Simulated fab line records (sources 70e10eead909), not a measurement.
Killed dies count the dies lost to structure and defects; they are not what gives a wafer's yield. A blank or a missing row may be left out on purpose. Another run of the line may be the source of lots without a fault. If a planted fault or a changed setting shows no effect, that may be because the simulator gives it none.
Chamber matching || flow nand_harc || NHARC_A_CONTACT_ETCH_92 on rie_diel-02: 3 sister chambers
The step etches the open film in CH3F/O2, target depth 40 nm, time 85.7 s. 22 wafers are shown with their chamber, then 8 later ones without.

## WAFERS, EACH WITH ITS CHAMBER
{"wafer": "L074.1", "chamber": 1, "showerhead_plenum_p_Torr (Torr)": 2.56, "drypump_motor_current_A (A)": 5.5, "rf_vpp_V (V)": 244.5}
{"wafer": "L074.2", "chamber": 3, "showerhead_plenum_p_Torr (Torr)": 2.51, "drypump_motor_current_A (A)": 5.1, "rf_vpp_V (V)": 244.0}
{"wafer": "L074.5", "chamber": 0, "showerhead_plenum_p_Torr (Torr)": 2.46, "drypump_motor_current_A (A)": 5.5, "rf_vpp_V (V)": 242.8}
{"wafer": "L079.1", "chamber": 1, "showerhead_plenum_p_Torr (Torr)": 2.56, "drypump_motor_current_A (A)": 5.5, "rf_vpp_V (V)": 245.4}
{"wafer": "L079.4", "chamber": 1, "showerhead_plenum_p_Torr (Torr)": 2.56, "drypump_motor_current_A (A)": 5.5, "rf_vpp_V (V)": 246.3}
{"wafer": "L079.6", "chamber": 0, "showerhead_plenum_p_Torr (Torr)": 2.45, "drypump_motor_current_A (A)": 5.4, "rf_vpp_V (V)": 243.8}
{"wafer": "L078.3", "chamber": 1, "showerhead_plenum_p_Torr (Torr)": 2.56, "drypump_motor_current_A (A)": 5.5, "rf_vpp_V (V)": 246.7}
{"wafer": "L078.4", "chamber": 0, "showerhead_plenum_p_Torr (Torr)": 2.45, "drypump_motor_current_A (A)": 5.5, "rf_vpp_V (V)": 244.1}
{"wafer": "L078.5", "chamber": 0, "showerhead_plenum_p_Torr (Torr)": 2.45, "drypump_motor_current_A (A)": 5.4, "rf_vpp_V (V)": 244.9}
{"wafer": "L083.2", "chamber": 3, "showerhead_plenum_p_Torr (Torr)": 2.51, "drypump_motor_current_A (A)": 5.1, "rf_vpp_V (V)": 244.3}
{"wafer": "L083.3", "chamber": 0, "showerhead_plenum_p_Torr (Torr)": 2.45, "drypump_motor_current_A (A)": 5.5, "rf_vpp_V (V)": 245.5}
{"wafer": "L083.5", "chamber": 1, "showerhead_plenum_p_Torr (Torr)": 2.56, "drypump_motor_current_A (A)": 5.5, "rf_vpp_V (V)": 246.6}
{"wafer": "L088.3", "chamber": 3, "showerhead_plenum_p_Torr (Torr)": 2.51, "drypump_motor_current_A (A)": 5.1, "rf_vpp_V (V)": 244.8}
{"wafer": "L088.5", "chamber": 0, "showerhead_plenum_p_Torr (Torr)": 2.45, "drypump_motor_current_A (A)": 5.5, "rf_vpp_V (V)": 244.5}
{"wafer": "L088.6", "chamber": 3, "showerhead_plenum_p_Torr (Torr)": 2.51, "drypump_motor_current_A (A)": 5.2, "rf_vpp_V (V)": 244.9}
{"wafer": "L089.1", "chamber": 0, "showerhead_plenum_p_Torr (Torr)": 2.45, "drypump_motor_current_A (A)": 5.5, "rf_vpp_V (V)": 243.5}
{"wafer": "L089.3", "chamber": 1, "showerhead_plenum_p_Torr (Torr)": 2.55, "drypump_motor_current_A (A)": 5.5, "rf_vpp_V (V)": 245.8}
{"wafer": "L089.6", "chamber": 1, "showerhead_plenum_p_Torr (Torr)": 2.55, "drypump_motor_current_A (A)": 5.5, "rf_vpp_V (V)": 245.1}
{"wafer": "L091.1", "chamber": 3, "showerhead_plenum_p_Torr (Torr)": 2.51, "drypump_motor_current_A (A)": 5.1, "rf_vpp_V (V)": 245.5}
{"wafer": "L091.3", "chamber": 0, "showerhead_plenum_p_Torr (Torr)": 2.45, "drypump_motor_current_A (A)": 5.4, "rf_vpp_V (V)": 244.7}
{"wafer": "L091.4", "chamber": 1, "showerhead_plenum_p_Torr (Torr)": 2.55, "drypump_motor_current_A (A)": 5.6, "rf_vpp_V (V)": 246.5}
{"wafer": "L090.1", "chamber": 3, "showerhead_plenum_p_Torr (Torr)": 2.50, "drypump_motor_current_A (A)": 5.1, "rf_vpp_V (V)": 245.4}

SIGNATURES (means of the wafers above)
{"reading": "showerhead_plenum_p_Torr", "chamber 0": 2.4512, "chamber 1": 2.5562, "chamber 3": 2.5083, "scatter within a chamber": 0.00434}
{"reading": "drypump_motor_current_A", "chamber 0": 5.463, "chamber 1": 5.513, "chamber 3": 5.117, "scatter within a chamber": 0.0434}
{"reading": "rf_vpp_V", "chamber 0": 244.225, "chamber 1": 245.863, "chamber 3": 244.817, "scatter within a chamber": 0.774}
Rule: for a wafer and a chamber, the distance is found by dividing, reading by reading, the gap between the wafer's reading and the chamber's mean by the reading's scatter, squaring, summing and taking the root. If the next closest chamber is less than 2 further off than the closest, the wafer can't be placed; otherwise it belongs to the closest. The scatter is the square root of a quotient: the sum, over the shown wafers, of each reading's squared deviation from its chamber's mean, divided by wafers minus chambers.

## WAFERS WITH NO CHAMBER GIVEN
{"wafer": "L090.6", "showerhead_plenum_p_Torr (Torr)": 2.50, "drypump_motor_current_A (A)": 5.1, "rf_vpp_V (V)": 245.3}
{"wafer": "L092.2", "showerhead_plenum_p_Torr (Torr)": 2.55, "drypump_motor_current_A (A)": 5.5, "rf_vpp_V (V)": 244.6}
{"wafer": "L092.5", "showerhead_plenum_p_Torr (Torr)": 2.55, "drypump_motor_current_A (A)": 5.5, "rf_vpp_V (V)": 245.2}
{"wafer": "L094.3", "showerhead_plenum_p_Torr (Torr)": 2.51, "drypump_motor_current_A (A)": 5.1, "rf_vpp_V (V)": 243.8}
{"wafer": "L094.4", "showerhead_plenum_p_Torr (Torr)": 2.45, "drypump_motor_current_A (A)": 5.5, "rf_vpp_V (V)": 242.0}
{"wafer": "L094.5", "showerhead_plenum_p_Torr (Torr)": 2.55, "drypump_motor_current_A (A)": 5.5, "rf_vpp_V (V)": 245.5}
{"wafer": "L097.1", "showerhead_plenum_p_Torr (Torr)": 2.50, "drypump_motor_current_A (A)": 5.1, "rf_vpp_V (V)": 245.0}
{"wafer": "L097.5", "showerhead_plenum_p_Torr (Torr)": 2.50, "drypump_motor_current_A (A)": 5.1, "rf_vpp_V (V)": 244.4}

## WHICH CHAMBER EACH ONE RAN IN
{"wafer": "L090.6", "from the rows above": 3, "in truth": 3}
{"wafer": "L092.2", "from the rows above": 1, "in truth": 1}
{"wafer": "L092.5", "from the rows above": 1, "in truth": 1}
{"wafer": "L094.3", "from the rows above": 3, "in truth": 3}
{"wafer": "L094.4", "from the rows above": 0, "in truth": 0}
{"wafer": "L094.5", "from the rows above": 1, "in truth": 1}
{"wafer": "L097.1", "from the rows above": 3, "in truth": 3}
{"wafer": "L097.5", "from the rows above": 3, "in truth": 3}
8 of 8 placed correctly. Number that these rows cannot place: 0. Placed wrongly: 0.
